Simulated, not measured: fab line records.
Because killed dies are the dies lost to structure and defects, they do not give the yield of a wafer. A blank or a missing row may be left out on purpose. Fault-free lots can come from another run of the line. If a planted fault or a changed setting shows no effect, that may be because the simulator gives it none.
Lot-split experiment + flow n5-finfet + route with 1938 steps; 7 lots, 21 wafers read

## THE SPLIT
At N5_BEOL_M0_SAQP_PEB_12 (peb time 60 s), the setting peb-time-s was moved away from the recipe's 60 s on 9 of the 21 wafers read, by -18.4% to +22.3%. The other wafers ran this setting at the recipe's value.

## FROM SPLIT TO READING: 1 step shown by the file between the two
- N5_BEOL_M0_SAQP_DEVELOP_13: develop time 30 s (also split here: develop-time-s)

## THE READING
Shown in nm: cd-nm at N5_BEOL_M0_SAQP_CD_MEAS_14, with target cd 42.5 nm. A value of 42.6 nm with a standard deviation of 0.52 nm is what fault-free wafers of this fab line usually give.

| wafer  | tool, chamber at the split | peb-time-s as run, s | against the recipe | cd-nm, nm | against lot-mates on the recipe |
|--------|----------------------------|----------------------|--------------------|-----------|---------------------------------|
| L077.2 | litho-track-02, 0          | 60                   | recipe             | 41.5      | -                               |
| L077.5 | litho-track-02, 0          | 53.38                | -11.0%             | 43.7      | +2.1                            |
| L077.6 | litho-track-02, 0          | 60                   | recipe             | 41.8      | -                               |
| L080.2 | litho-track-03, 0          | 60                   | recipe             | 42.1      | -                               |
| L080.3 | litho-track-03, 0          | 60                   | recipe             | 42.1      | -                               |
| L080.5 | litho-track-03, 0          | 49.58                | -17.4%             | 45.7      | +3.6                            |
| L083.1 | litho-track-05, 0          | 48.99                | -18.4%             | 46.8      | +4.6                            |
| L083.2 | litho-track-05, 0          | 48.99                | -18.4%             | 45.8      | +3.6                            |
| L083.6 | litho-track-05, 0          | 60                   | recipe             | 42.2      | -                               |
| L087.2 | litho-track-05, 0          | 51.46                | -14.2%             | 45.8      | no lot-mate on the recipe       |
| L087.3 | litho-track-05, 0          | 51.46                | -14.2%             | 44.6      | no lot-mate on the recipe       |
| L087.6 | litho-track-05, 0          | 51.46                | -14.2%             | 45.3      | no lot-mate on the recipe       |
| L088.3 | litho-track-05, 0          | 60                   | recipe             | 42.9      | -                               |
| L088.4 | litho-track-05, 0          | 60                   | recipe             | 43.4      | -                               |
| L088.5 | litho-track-05, 0          | 60                   | recipe             | 43.2      | -                               |
| L093.2 | litho-track-02, 0          | 60                   | recipe             | 42.6      | -                               |
| L093.4 | litho-track-02, 0          | 73.4                 | +22.3%             | 39.6      | -3.0                            |
| L093.6 | litho-track-02, 0          | 73.4                 | +22.3%             | 39.4      | -3.2                            |
| L095.2 | litho-track-03, 0          | 60                   | recipe             | 43.1      | -                               |
| L095.4 | litho-track-03, 0          | 60                   | recipe             | 42.9      | -                               |
| L095.5 | litho-track-03, 0          | 60                   | recipe             | 42.2      | -                               |

FIT RESULTS
A straight line over all 21 wafers: cd-nm changes by -0.166 nm for each +1% of peb-time-s; r = -0.95; the points scatter about the line by 0.63 nm.
The same after taking each lot's own level away (the mean of its wafers on the recipe; 18 wafers): -0.176 nm for each +1%; r = -0.97; scatter 0.46 nm.
According to that fit, moving peb-time-s by its largest amount changes the reading by 3.9 nm.
Measured against the standard deviation above, the lots' own levels, which go from 41.65 to 43.17 nm, span 2.9 times it.
The two slopes agree, so the slope changes little with the lot-to-lot level.
Check: -4.05 nm against its lot-mates is what the line predicts for one of the wafers moved furthest among these (+22.3%) when that wafer is left out of the fit. It came out at -3 nm against them.

## THE OTHER SPLITS THESE WAFERS WENT THROUGH
Before the reading, these wafers also passed through other splits. Each is held against what the fit with the lots' levels taken away leaves over:
| other split on the same wafers            | wafers away from the commonest value | r with cd-nm (lot level and that fit taken away) |
|-------------------------------------------|--------------------------------------|--------------------------------------------------|
| N5_MOL_CONTACT_COAG_COAT_64 spin-rpm      | 9                                    | -0.15                                            |
| N5_BEOL_M0_SAQP_DEVELOP_13 develop-time-s | 6                                    | -0.28                                            |

## FILE'S OWN FIT
cd-nm changes by -0.182 nm for each +1% of peb-time-s, r = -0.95.
